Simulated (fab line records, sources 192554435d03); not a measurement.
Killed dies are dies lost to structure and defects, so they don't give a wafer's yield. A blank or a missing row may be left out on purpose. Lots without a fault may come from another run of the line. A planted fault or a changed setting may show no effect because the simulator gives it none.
A struck lot beside a sound one | flow n5_finfet | 17 steps out of a route of 1938
Sound: wafers L331.1, L331.2, L331.6. Struck: wafers L338.1, L338.2, L338.3. The cause comes at the end.
At each step with rows: each side's tool, then ch and its chambers, then its first start. Under that, the readings that differ: sound wafers | struck wafers | difference of the means | sigmas: that difference in standard deviations of wafers without a fault.
alike: readings whose means differ by less than 2 such deviations, and words and numbers that are the same on both sides. not compared: withheld readings, readings that some wafer has no value for, bounds like >300 that may hide the same value, and numbers for which the record gives no deviation and whose values overlap.
The two part at a step that has a row with sigmas, a row that says differs or no value, or rows on one side only. Numbers that don't overlap but have no deviation are shown without sigmas and don't part them. A reading that every wafer of one side lacks parts them only if that side has two wafers or more.

first, 2 steps without rows for these wafers: N5_STI_FIN_REVEAL_STRIP_16 (strips SiNx in H3PO4, target depth 23.8 nm); N5_STI_FIN_REVEAL_PRECLEAN_17 (cleans in NF3:NH3, afs cycles 1, time 20 s, sublimation time 60 s).
N5_STI_FIN_REVEAL_ETCH_34: etches Si in H2, material Si, target depth 0.97 nm.
  sound on rie_si-04 ch 0,3, day 3 07:34; struck on rie_si-04 ch 0,1,2, day 5 01:34
  reading               | sound             | struck            | difference | sigmas
  oes_product_au (a.u.) | 1.038 1.027 1.027 | 0.984 0.957 1.007 | -0.048     | -2
  alike: drypump_motor_current_A, throttle_valve_pct
  not compared: rf_hours_counter_h
N5_STI_FIN_REVEAL_OXIDATION_31: chemistry O2 PLASMA REMOTE, time 20 s.
  sound on plasma_asher-01 ch 0,1, day 3 07:38; struck on plasma_asher-01 ch 0,1, day 5 01:37
  alike: drypump_motor_current_A, heater_power_w
  not compared: rf_hours_counter_h
then, 3 steps without rows for these wafers: N5_STI_FIN_REVEAL_PRECLEAN_32 (cleans in NF3:NH3, afs cycles 1, time 20 s, sublimation time 60 s); N5_STI_FIN_REVEAL_STRIP_35 (strips Si3N4 in H3PO4, target depth 4 nm, time 39 s); N5_STI_FIN_REVEAL_SRD_21 (time 30 s).
N5_STI_FIN_REVEAL_OXIDATION_33: chemistry O2 PLASMA REMOTE, time 20 s.
  sound on plasma_asher-01 ch 0,1, day 3 07:59; struck on plasma_asher-01 ch 0,1, day 5 01:59
  alike: drypump_motor_current_A, heater_power_w
  not compared: rf_hours_counter_h
then, 2 steps without rows for these wafers: N5_STI_FIN_REVEAL_CLEAN_19 (cleans in O3/DIW, time 120 s); N5_STI_FIN_REVEAL_SRD_23 (time 30 s).
N5_STI_FIN_REVEAL_CD_MEAS_22: target cd 6.238 nm, pitch 28 nm.
  sound on cd_sem-01, day 3 08:09; struck on cd_sem-02, day 5 02:09
  alike: cd_nm
N5_STI_FIN_REVEAL_FIN_H_MEAS_10:
  sound on ocd-01, day 3 08:11; struck on ocd-02, day 5 02:11
  reading              | sound          | struck         | difference | sigmas
  trench_depth_nm (nm) | 52.8 53.0 53.1 | 51.0 49.3 51.9 | -2.2       | -2
N5_STI_FIN_REVEAL_PRECLEAN_18: cleans in SC2, time 45 s.
  sound on wet_bench-02 ch 0,1,2, day 3 08:13; struck on wet_bench-04 ch 0,2,4, day 5 02:13
then, 1 step without rows for these wafers: N5_STI_FIN_REVEAL_SRD_28 (time 30 s).
N5_STI_FIN_REVEAL_INSPECT_13: inspects for defects (darkfield).
  sound on defect_inspect-02, day 3 08:16; struck on defect_inspect-01, day 5 02:16
  reading          | sound   | struck      | difference | sigmas
  raw_defect_count | 12 4 12 | 453 461 470 | +452       | +85
then, 1 step without rows for these wafers: N5_DUMMY_GATE_PRECLEAN_00 (cleans in O3/DIW, time 60 s).
-- the record jumps here: 11 days lie between the struck wafers' starts before and after (it left off in module DUMMY_GATE and takes up again in module PASSIVATION, whose first step shown is number 1936 of the route) --
N5_PASSIVATION_PROBE_49:
  the record has rows for the struck wafers here (prober-01, day 15 17:39) and none for the sound ones

WHERE THEY PART
First at N5_STI_FIN_REVEAL_ETCH_34; last, within this record, at N5_PASSIVATION_PROBE_49.

WHY: what the simulator had put in
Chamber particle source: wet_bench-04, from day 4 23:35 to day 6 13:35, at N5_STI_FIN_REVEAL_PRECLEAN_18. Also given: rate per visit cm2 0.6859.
